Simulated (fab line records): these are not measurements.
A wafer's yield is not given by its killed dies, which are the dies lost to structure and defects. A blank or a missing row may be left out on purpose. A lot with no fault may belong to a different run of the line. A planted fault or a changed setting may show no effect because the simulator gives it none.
Chamber matching / flow n5Finfet / 3 sister chambers for N5_BEOL_M1_ILD_DEP_00 on pecvd-03
The step deposits SiOC from DEMS/O2, target thk 79 nm, time 15.3 s. 3 wafers are shown with their chamber, then 8 later ones without.

== WAFERS WITH THEIR CHAMBER ==
wafer=L088.3; chamber=0; throttleValvePct (%)=12.3
wafer=L088.4; chamber=2; throttleValvePct (%)=10.8
wafer=L090.2; chamber=1; throttleValvePct (%)=12.8

== WAFERS MISSING THEIR CHAMBER ==
wafer=L090.4; throttleValvePct (%)=10.7
wafer=L090.5; throttleValvePct (%)=12.9
wafer=L093.3; throttleValvePct (%)=12.6
wafer=L093.4; throttleValvePct (%)=12.6
wafer=L093.5; throttleValvePct (%)=10.7
wafer=L096.1; throttleValvePct (%)=10.8
wafer=L096.4; throttleValvePct (%)=12.8
wafer=L096.5; throttleValvePct (%)=12.9

== WHICH CHAMBER EACH WENT THROUGH ==
wafer=L090.4; from the rows above=2; in truth=2
wafer=L090.5; from the rows above=1; in truth=1
wafer=L093.3; from the rows above=can't be placed: 1 or 0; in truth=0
wafer=L093.4; from the rows above=can't be placed: 1 or 0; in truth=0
wafer=L093.5; from the rows above=2; in truth=2
wafer=L096.1; from the rows above=2; in truth=2
wafer=L096.4; from the rows above=1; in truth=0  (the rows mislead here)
wafer=L096.5; from the rows above=1; in truth=1
Correctly placed: 5 of 8. Unplaceable from these rows: 2, with the true chamber sitting among the candidates in 2. Number placed wrongly: 1.
How it was worked out, from the rows above alone: a wafer's distance from a chamber is the root of the sum, over the readings, of the square of ((its reading less the chamber's mean) divided by the reading's scatter). The wafer belongs to the nearest chamber; if the next one is less than 2 further off, it can't be placed. The mean given for a chamber averages the wafers shown for that chamber. The scatter: with one shown wafer a chamber, the root of the mean of the squares of how far each hidden wafer lies from its nearest shown one.
